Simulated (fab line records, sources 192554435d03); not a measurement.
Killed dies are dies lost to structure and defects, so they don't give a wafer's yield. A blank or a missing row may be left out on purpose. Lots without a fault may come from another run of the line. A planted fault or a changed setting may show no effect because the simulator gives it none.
Chamber matching | flow n5_finfet | N5_SD_EPI_P_ETCH_47 on rie_diel-05: 4 sister chambers
The step etches SiOCN in CH3F/O2, target depth 25 nm. 16 wafers are shown with their chamber, then 8 later ones without.

WAFERS WITH THEIR CHAMBER
wafer  | chamber | drypump_motor_current_A (A) | rf_vpp_V (V) | showerhead_plenum_p_Torr (Torr)
L075.1 | 2       | 5.2                         | 132.6        | 2.07
L075.2 | 1       | 5.5                         | 131.3        | 2.09
L075.6 | 3       | 5.8                         | 129.0        | 2.06
L077.1 | 1       | 5.5                         | 132.3        | 2.09
L077.4 | 2       | 5.2                         | 132.0        | 2.07
L077.6 | 3       | 5.8                         | 128.6        | 2.06
L080.2 | 1       | 5.5                         | 132.1        | 2.09
L080.3 | 0       | 6.0                         | 124.4        | 2.06
L080.4 | 1       | 5.5                         | 132.8        | 2.09
L082.1 | 2       | 5.2                         | 131.5        | 2.06
L082.3 | 1       | 5.5                         | 133.2        | 2.09
L082.4 | 0       | 6.0                         | 125.9        | 2.06
L086.1 | 3       | 5.7                         | 129.1        | 2.05
L086.2 | 0       | 6.0                         | 126.0        | 2.05
L086.3 | 1       | 5.5                         | 132.5        | 2.09
L089.2 | 2       | 5.2                         | 132.1        | 2.06

SIGNATURES (means of the wafers above)
reading                  | chamber 0 | chamber 1 | chamber 2 | chamber 3 | scatter within a chamber
drypump_motor_current_A  | 6.000     | 5.500     | 5.200     | 5.767     | 0.0236
rf_vpp_V                 | 125.433   | 132.367   | 132.050   | 128.900   | 0.61
showerhead_plenum_p_Torr | 2.0567    | 2.0900    | 2.0650    | 2.0567    | 0.00441
Rule: a wafer's distance from a chamber is the root of the sum, over the readings, of the square of ((its reading less the chamber's mean) divided by the reading's scatter). The wafer belongs to the nearest chamber; if the next one is less than 2 further off, it can't be placed. The scatter: the root of (the sum of the squares of (reading less its chamber's mean) over the shown wafers, divided by (wafers less chambers)).

WAFERS WITHOUT THEIR CHAMBER
wafer  | drypump_motor_current_A (A) | rf_vpp_V (V) | showerhead_plenum_p_Torr (Torr)
L089.3 | 5.5                         | 132.7        | 2.08
L089.4 | 6.0                         | 124.7        | 2.05
L091.3 | 6.0                         | 123.9        | 2.05
L091.4 | 5.2                         | 131.5        | 2.06
L091.6 | 5.5                         | 133.3        | 2.08
L096.1 | 5.2                         | 130.5        | 2.06
L096.2 | 5.8                         | 128.5        | 2.04
L096.6 | 5.5                         | 132.9        | 2.08

WHICH CHAMBER EACH WENT THROUGH
wafer  | from the rows above | in truth
L089.3 | 1                   | 1
L089.4 | 0                   | 0
L091.3 | 0                   | 0
L091.4 | 2                   | 2
L091.6 | 1                   | 1
L096.1 | 2                   | 2
L096.2 | 3                   | 3
L096.6 | 1                   | 1
Placed correctly: 8 of 8. Can't be placed from these rows: 0. Placed wrongly: 0.
